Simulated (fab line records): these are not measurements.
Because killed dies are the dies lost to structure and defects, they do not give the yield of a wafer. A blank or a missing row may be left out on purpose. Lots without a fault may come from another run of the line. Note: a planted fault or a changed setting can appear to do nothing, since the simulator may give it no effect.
Comparing a struck lot with a sound one	flow nand-harc	21 steps out of a route of 1302
Sound: these wafers, L977.1, L977.4, L977.5. Struck: wafers L989.4, L989.5. The cause comes at the end.
Order at every step that has rows: each side's tool, ch and its chambers, its first start. Under that, the readings that differ: sound wafers	struck wafers	difference of the means	sigmas: that difference in standard deviations of wafers without a fault.
alike: a reading whose means differ by less than 2 such deviations, as well as words and numbers matching on both sides. not compared: withheld readings; readings where some wafer has no value; bounds like >300 that might hide an equal value; numbers whose values overlap and for which the record gives no deviation.
A row with sigmas, a row that says differs or no value, or rows on one side alone: a step with any of these is where the two part. Non-overlapping numbers with no deviation appear without sigmas and do not part them. Lack of a reading on every wafer of one side parts them only where that side has two or more wafers.

NHARC_A_BLC_CMP_25: polishes, t overpolish 30 s, target thk 150 nm.
  sound on cmp-01 ch 0,1,2, day 24 11:49; struck on cmp-01 ch 1,2, day 29 00:36
  alike: motor-current-A, overpolish-run-s, time-to-endpoint-s
then, 1 step without rows for these wafers: NHARC_A_BLC_SRD_27.
NHARC_A_BLC_INSPECT_28:
  sound on defect-inspect-02, day 24 12:13; struck on defect-inspect-02, day 29 00:59
  alike: raw-defect-count
then, 8 steps without rows for these wafers: NHARC_A_M0_DEP_00 (deposits SiOC, target thk 150 nm); NHARC_A_M0_DEHYDRATE_01 (time 120 s); NHARC_A_M0_HMDS_02 (time 30 s); NHARC_A_M0_COAT_33 (time 65 s); NHARC_A_M0_COAT_03 (resist thk 90 nm); NHARC_A_M0_SOFTBAKE_04 (time 55 s); NHARC_A_M0_EBR_05; NHARC_A_M0_EXPOSE_06 (exposes mask A M0, target cd 80 nm).
NHARC_A_M0_PEB_07: peb time 65 s.
  sound on litho-track-06 ch 0, day 24 13:02; struck on litho-track-06 ch 0, day 29 01:48
reading	sound	struck	difference	sigmas
plate-temp-C (C)	99.90 99.88 100.07	99.42 99.37	-0.55	-5
  alike: exhaust-pa
then, 1 step without rows for these wafers: NHARC_A_M0_DEVELOP_08 (develop time 35 s).
NHARC_A_M0_CD_MEAS_09: target cd 80 nm.
  sound on cd-sem-02 ch 0, day 24 13:07; struck on cd-sem-03 ch 0, day 29 01:53
reading	sound	struck	difference	sigmas
cd-nm (nm)	78.3 79.9 80.0	78.9 76.7	-1.6	-2
NHARC_A_M0_OVL_MEAS_10: pitch 160 nm.
  sound on overlay-02, day 24 13:12; struck on overlay-01, day 29 01:58
  alike: overlay-x-nm, overlay-y-nm
NHARC_A_M0_INSPECT_11:
  sound on defect-inspect-01, day 24 13:14; struck on defect-inspect-02, day 29 02:01
  alike: raw-defect-count
NHARC_A_M0_DESCUM_14: chemistry O2, time 3 s.
  sound on rie-diel-09 ch 0,1,2, day 24 13:19; struck on rie-diel-01 ch 0,1, day 29 02:05
reading	sound	struck	difference	sigmas
model.A_M0.cd-nm (nm)	78.52 79.96 80.06	78.31 76.44	-2.14	
  alike: drypump-motor-current-A, oes-product-au, rf-vpp-V, showerhead-plenum-p-Torr, throttle-valve-pct
  not compared: rf-hours-counter-h
NHARC_A_M0_ETCH_34: etches the open film in N2/H2, target depth 40 nm, overetch 12 nm, time 43.94 s.
  sound on rie-diel-09 ch 1,2, day 24 13:23; struck on rie-diel-01 ch 1,3, day 29 02:10
reading	sound	struck	difference	sigmas
throttle-valve-pct (%)	14.177 14.172 14.181	14.161 14.158	-0.017	-2
  alike: drypump-motor-current-A, oes-product-au, rf-vpp-V, showerhead-plenum-p-Torr
  not compared: rf-hours-counter-h
NHARC_A_M0_ETCH_15: etches the open film in C4F8/Ar, target depth 150 nm, overetch 15 nm, time 82.5 s.
  sound on rie-diel-09 ch 1,2; struck on rie-diel-01 ch 3
reading	sound	struck	difference	sigmas
model.A_M0.cd-nm (nm)	78.19 80.07 79.85	77.86 76.3	-2.29	
  alike: oes-product-au, rf-vpp-V
  not compared: rf-hours-counter-h
NHARC_A_M0_CD_MEAS_16:
  sound on cd-sem-01, day 24 13:35; struck on cd-sem-01, day 29 02:24
reading	sound	struck	difference	sigmas
cd-nm (nm)	78.2 80.1 79.9	77.8 76.5	-2.2	-3
then, 1 step without rows for these wafers: NHARC_END_SORT_01.

## WHERE THEY PART
Earliest at NHARC_A_M0_PEB_07; latest, in this record, at NHARC_A_M0_CD_MEAS_16.

WHY: what the simulator had put in
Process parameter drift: litho-track-06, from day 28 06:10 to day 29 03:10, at NHARC_A_M0_PEB_07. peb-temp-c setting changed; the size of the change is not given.
